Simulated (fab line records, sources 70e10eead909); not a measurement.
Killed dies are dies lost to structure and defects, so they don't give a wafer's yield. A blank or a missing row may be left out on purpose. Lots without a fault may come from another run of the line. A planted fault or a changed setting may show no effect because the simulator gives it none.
fab line records | flow nand_harc
record lots=14 wafers=40 last_day=26
route steps=1159 shown A_CONTACT@855
lots that met no fault: from a run of the same line without faults
start_h: hours from the record's first day to the start of the lot's first wafer shown | wait_h: hours since the lot's step before | " the same as in the row above | L1.1+2: a row that stands for several wafers | - no value, or no start given | * or withheld: withheld | < > ~ a bound
route shown NAME@n: a module of which the file shows steps, and the number in the route of the first | usual: mean/standard deviation of fault-free wafers | same: alike in all rows | chamber/n: place in a boat | sites: the reading at each site | _std_site: their standard deviation | _edge_site: outer sites' mean less inner sites' | radius_mm: how far each site lies from the wafer's centre | mask NAME#n: copy n | behind: the tool/chamber that last shaped the wafer | hold: why the lot was held/for how many hours/how that ended | device: the transistor (n, p or np) that didn't switch | end of line: the same wafers' tests at the end of the route | a step without rows: its recipe alone | killed: dies lost to structure and defects at the first sort, not the wafer's yield | map: a wafer's dies, x killed, . not, _ none there
set.NAME: the setting as run; set.NAME@STEP: as run at that earlier step | model.NAME: the simulator's own value behind a step, which no gauge read
steps of the route over a sample of lots; a table a step, a row a wafer
services: from which hour (start_h, from the record's first day; less than 0 if before it) a tool's chamber was out of use, for how many hours, and why
## steps
# step NHARC_A_CONTACT_OVL_MEAS_43
# usual overlay_x_nm=0.0/0.83 overlay_y_nm=-0.1/0.85
# columns lot.wafer tool chamber start_h wait_h overlay_x_nm overlay_y_nm
L112.3 overlay-02 - 385.45 - 1.0 -0.5
L112.4 " - " " 0.4 -0.4
L112.5 " - " " 0.1 -0.8
L113.1 overlay-01 - 392.77 - -1.4 -1.7
L113.3 " - " " -1.5 -1.6
L113.6 " - " " -1.6 -2.1
L114.1 overlay-02 - 393.47 - -0.6 0.8
L114.2 " - " " -0.7 0.3
L114.5 " - " " -0.2 0.1
L116.2 overlay-02 - 410.33 - -0.1 0.5
L116.5 " - " " 0.6 0.6
L116.6 " - " " -0.5 0.5
L118.1 overlay-02 - 428.16 - -0.3 1.6
L118.4 " - " " -0.4 1.4
L119.2 overlay-01 - 432.24 - -0.3 0.0
L119.4 " - " " -0.5 -0.4
L120.2 overlay-02 - 435.52 - 0.6 -0.7
L120.3 " - " " 0.1 0.5
L120.6 " - " " 0.3 -0.6
L126.1 overlay-01 - 471.93 - 0.3 0.5
L126.3 " - " " 0.7 0.5
L126.6 " - " " 0.9 0.1
L127.2 overlay-01 - 494.98 - -1.1 0.0
L127.3 " - " " -0.1 0.2
L127.4 " - " " -1.4 0.0
L130.2 overlay-01 - 500.64 - -0.9 -0.2
L130.4 " - " " -0.2 0.2
L130.5 " - " " -1.2 -0.1
L128.1 overlay-02 - 505.23 - 0.8 -1.8
L128.2 " - " " 0.4 -2.1
L128.5 " - " " 0.4 -2.2
L131.3 overlay-01 - 510.75 - -0.6 -0.2
L131.4 " - " " -0.1 -0.3
L131.6 " - " " -0.6 -0.4
L134.1 overlay-01 - 522.83 - -0.3 0.0
L134.2 " - " " -0.4 -0.2
L134.4 " - " " -0.3 0.3
L135.2 overlay-01 - 524.95 - 1.1 0.9
L135.3 " - " " 1.0 0.9
L135.5 " - " " 1.0 1.0
# step NHARC_A_CONTACT_ETCH_49
# recipe target_depth_a=2600 over_etch_frac=0.3 time_s=475.3 ion_energy_ev=200 n2_flow_sccm=150 h2_flow_sccm=150 ar_flow_sccm=0 rf_w=400 bias_w=150 chemistry=N2/H2
# usual drypump_motor_current_A=5.6/0.5 oes_product_au=1.000/0.01 rf_vpp_V=430/3.1 run_length_s=496.7/0.44 showerhead_plenum_p_Torr=2.03/0.11 throttle_valve_pct=14.170/0.0089
# columns lot.wafer tool chamber start_h wait_h drypump_motor_current_A oes_product_au rf_hours_counter_h rf_vpp_V run_length_s showerhead_plenum_p_Torr throttle_valve_pct
L112.3 rie_diel-13 1 385.76 - 6.0 0.997 14 432 496.4 2.07 14.179
L112.4 " 2 " " 6.2 1.002 14 426 496.4 1.88 14.173
L112.5 " 0 " " 5.1 0.999 - 429 496.9 1.93 14.163
L113.3 rie_diel-13 1 393.07 - 6.0 0.994 16 432 496.7 2.07 14.176
L113.1 " 2 " " 6.2 1.012 16 426 496.7 1.88 14.161
L113.6 " 1 " " 6.0 0.993 - 431 496.8 2.06 14.184
L114.1 rie_diel-08 1 394.00 - 5.4 1.002 26 433 496.8 2.09 14.160
L114.2 " 2 " " 4.9 0.995 29 435 495.4 2.14 14.179
L114.5 " 0 " " 5.7 0.998 - 436 496.3 2.21 14.165
L116.2 rie_diel-11 3 410.67 - 4.8 0.988 16 428 496.6 1.92 14.150
L116.5 " 3 " " 4.8 0.993 - 427 496.7 1.92 14.181
L116.6 " 0 " " 5.9 1.002 - 427 496.2 1.89 14.172
L118.4 rie_diel-13 3 428.61 - 5.6 0.991 24 432 497.1 2.12 14.164
L118.1 " 0 " " 5.1 0.989 24 428 434.6 1.93 14.195
L119.4 rie_diel-13 1 432.51 - 6.1 0.984 25 431 497.0 2.06 14.171
L119.2 " 2 " " 6.2 1.006 25 424 433.9 1.88 14.166
L120.2 rie_diel-13 3 435.83 - 5.6 0.994 26 432 434.1 2.12 14.166
L120.3 " 1 " " 6.0 1.002 27 431 496.5 2.06 14.169
L120.6 " 2 " " 6.2 1.014 - 427 496.4 1.87 14.156
L126.1 rie_diel-08 2 472.21 - 4.9 0.998 63 433 495.5 2.13 14.176
L126.3 " 1 " " 5.4 1.007 59 433 496.4 2.08 14.163
L126.6 " 2 " " 4.8 1.009 - 433 495.7 2.13 14.170
L127.3 rie_diel-11 3 495.29 - 4.8 0.994 50 426 497.0 1.91 14.174
L127.2 " 0 " " 5.9 1.007 50 425 496.4 1.88 14.167
L127.4 " 3 " " 4.8 0.995 - 428 496.8 1.91 14.153
L130.4 rie_diel-08 1 500.92 - 5.4 0.997 3 430 496.5 2.08 14.169
L130.2 " 2 " " 4.9 1.007 4 433 495.5 2.12 14.167
L130.5 " 2 " " 4.9 1.011 - 433 495.7 2.12 14.163
L128.1 rie_diel-11 3 505.54 - 4.8 0.987 52 425 496.6 1.91 14.174
L128.2 " 1 " " 6.4 0.985 52 429 496.7 1.97 14.175
L128.5 " 2 " " 6.0 0.980 - 430 497.3 1.99 14.177
L131.3 rie_diel-11 3 511.03 - 4.8 1.010 56 428 496.9 1.90 14.169
L131.4 " 1 " " 6.4 0.996 55 429 496.5 1.97 14.147
L131.6 " 3 " " 4.8 0.999 - 426 496.5 1.90 14.176
L134.1 rie_diel-13 2 523.13 - 6.2 1.024 11 437 496.4 2.21 14.165
L134.4 " 3 " " 5.6 0.992 12 431 496.8 2.11 14.168
L134.2 " 0 " " 5.1 1.012 12 428 497.0 1.92 14.174
L135.2 rie_diel-13 1 525.26 - 6.1 0.990 12 432 496.1 2.06 14.171
L135.3 " 2 " " 6.2 1.006 12 435 497.2 2.21 14.161
L135.5 " 1 " " 6.1 1.000 - 431 496.2 2.06 14.168
# step NHARC_A_CONTACT_ETCH_118
# recipe source_w=withheld pressure_mtorr=20 bias_v=3000 time_s=94 target_depth_a=9220 ar_flow_sccm=withheld c4f8_flow_sccm=withheld o2_flow_sccm=withheld chemistry=C4F8/O2/Ar
# usual run_length_s=94/0
# columns lot.wafer tool chamber start_h wait_h rf_hours_counter_h run_length_s
L112.4 har_cap_etch-01 1 387.87 0.1 - 94
L112.3 " 0 " " - 94
L112.5 " 1 " " - 94
L113.1 har_cap_etch-02 1 394.91 0.1 9 94
L113.3 " 1 " " - 94
L113.6 " 0 " " - 94
L114.2 har_cap_etch-03 1 395.95 0.1 82 94
L114.1 " 0 " " 82 94
L114.5 " 1 " " - 94
L116.2 har_cap_etch-03 0 412.75 0.1 87 94
L116.6 " 0 " " - 94
L116.5 " 1 " " - 94
L118.1 har_cap_etch-01 1 430.94 0.1 60 94
L118.4 " 0 " " - 94
L119.2 har_cap_etch-02 0 434.59 0.1 17 94
L119.4 " 1 " " - 94
L120.2 har_cap_etch-02 0 437.88 0.1 19 94
L120.3 " 0 " " - 94
L120.6 " 0 " " - 94
L126.1 har_cap_etch-02 0 474.05 0.1 23 94
L126.3 " 1 " " - 94
L126.6 " 1 " " - 94
L127.2 har_cap_etch-01 0 497.67 0.1 71 94
L127.3 " 0 " " - 94
L127.4 " 1 " " - 94
L130.2 har_cap_etch-03 0 502.74 0.1 99 94
L130.4 " 1 " " - 94
L130.5 " 0 " " - 94
L128.1 har_cap_etch-02 1 507.58 0.1 28 94
L128.2 " 0 " " 28 94
L128.5 " 0 " " - 94
L131.4 har_cap_etch-01 1 512.90 0.1 - 94
L131.3 " 0 " " - 94
L131.6 " 0 " " - 94
L134.1 har_cap_etch-01 1 524.92 0.1 79 94
L134.2 " 0 " " 79 94
L134.4 " 1 " " - 94
L135.2 har_cap_etch-02 1 527.32 0.1 35 94
L135.3 " 0 " " - 94
L135.5 " 1 " " - 94
# step NHARC_A_CONTACT_ETCH_119
# recipe source_w=withheld pressure_mtorr=20 bias_v=3000 time_s=94 target_depth_a=9220 ar_flow_sccm=withheld c4f8_flow_sccm=withheld o2_flow_sccm=withheld chemistry=C4F8/O2/Ar
# usual run_length_s=94/0
# columns lot.wafer tool chamber start_h wait_h rf_hours_counter_h run_length_s
L112.4 har_cap_etch-01 1 387.99 0.1 - 94
L112.3 " 0 " " - 94
L112.5 " 1 " " - 94
L113.1 har_cap_etch-02 1 395.00 0.1 9 94
L113.3 " 1 " " - 94
L113.6 " 0 " " - 94
L114.2 har_cap_etch-03 1 396.04 0.1 82 94
L114.1 " 0 " " 82 94
L114.5 " 1 " " - 94
L116.2 har_cap_etch-03 0 412.88 0.1 87 94
L116.6 " 0 " " - 94
L116.5 " 1 " " - 94
L118.1 har_cap_etch-01 1 431.06 0.1 60 94
L118.4 " 0 " " - 94
L119.2 har_cap_etch-02 0 434.72 0.1 17 94
L119.4 " 1 " " - 94
L120.2 har_cap_etch-02 0 438.01 0.1 19 94
L120.3 " 0 " " - 94
L120.6 " 0 " " - 94
L126.1 har_cap_etch-02 0 474.14 0.1 23 94
L126.3 " 1 " " - 94
L126.6 " 1 " " - 94
L127.2 har_cap_etch-01 0 497.76 0.1 71 94
L127.3 " 0 " " - 94
L127.4 " 1 " " - 94
L130.2 har_cap_etch-03 0 502.83 0.1 99 94
L130.4 " 1 " " - 94
L130.5 " 0 " " - 94
L128.1 har_cap_etch-02 1 507.71 0.1 29 94
L128.2 " 0 " " 29 94
L128.5 " 0 " " - 94
L131.4 har_cap_etch-01 1 512.99 0.1 - 94
L131.3 " 0 " " - 94
L131.6 " 0 " " - 94
L134.1 har_cap_etch-01 1 525.01 0.1 79 94
L134.2 " 0 " " 79 94
L134.4 " 1 " " - 94
L135.2 har_cap_etch-02 1 527.44 0.1 35 94
L135.3 " 0 " " - 94
L135.5 " 1 " " - 94
## services
# columns tool chamber start_h hours kind
har_cap_etch-01 - 367.74 0.2 repair
rie_diel-11 - 368.08 9.0 pm
rie_diel-08 3 368.91 2.4 repair
har_cap_etch-01 - 380.24 0.8 repair
rie_diel-13 0 383.06 - clean
rie_diel-13 1 383.06 - clean
rie_diel-13 2 383.06 - clean
rie_diel-13 3 383.06 - clean
rie_diel-13 0 407.58 - clean
rie_diel-13 1 407.58 - clean
rie_diel-13 2 407.58 - clean
rie_diel-13 3 407.58 - clean
rie_diel-13 0 432.13 - clean
rie_diel-13 1 432.13 - clean
rie_diel-13 2 432.13 - clean
rie_diel-13 3 432.13 - clean
rie_diel-13 - 453.08 9.0 pm
rie_diel-13 0 453.08 9.0 vent_cycle
rie_diel-13 1 453.08 9.0 vent_cycle
har_cap_etch-01 - 461.43 0.5 repair
har_cap_etch-03 - 467.09 0.3 repair
rie_diel-08 - 480.12 9.0 pm
rie_diel-11 1 492.62 4.0 repair
rie_diel-13 0 526.94 4.7 repair
## key
first_sign step=NHARC_A_CONTACT_ETCH_49 reading=run_length_s direction=down sigmas=99+ usual=* struck=*
effect none on later readings
met_at NHARC_A_CONTACT_ETCH_49
struck_lots L118,L119,L120
struck_wafers L118.1,L119.2,L120.2
tester_left_out L118,L119,L120
not_acting_at NHARC_A_CONTACT_OVL_MEAS_43,NHARC_A_CONTACT_ETCH_118,NHARC_A_CONTACT_ETCH_119
onset_between 393.07 428.61
fault kind=process_parameter_drift tool=rie_diel-13 chamber=- onset_h=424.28 steps=NHARC_A_CONTACT_ETCH_49 channel=time_s offset=* shape=step end_h=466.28 scope=struck_wafers_only acts_in=* stated=*
# tester_left_out: of these lots the tester's yield and bins aren't shown, on N5 and GAA mostly nor the transistor test; their killed dies are dies lost to structure and defects alone, not to doping, threshold or leakage, so they don't give the yield
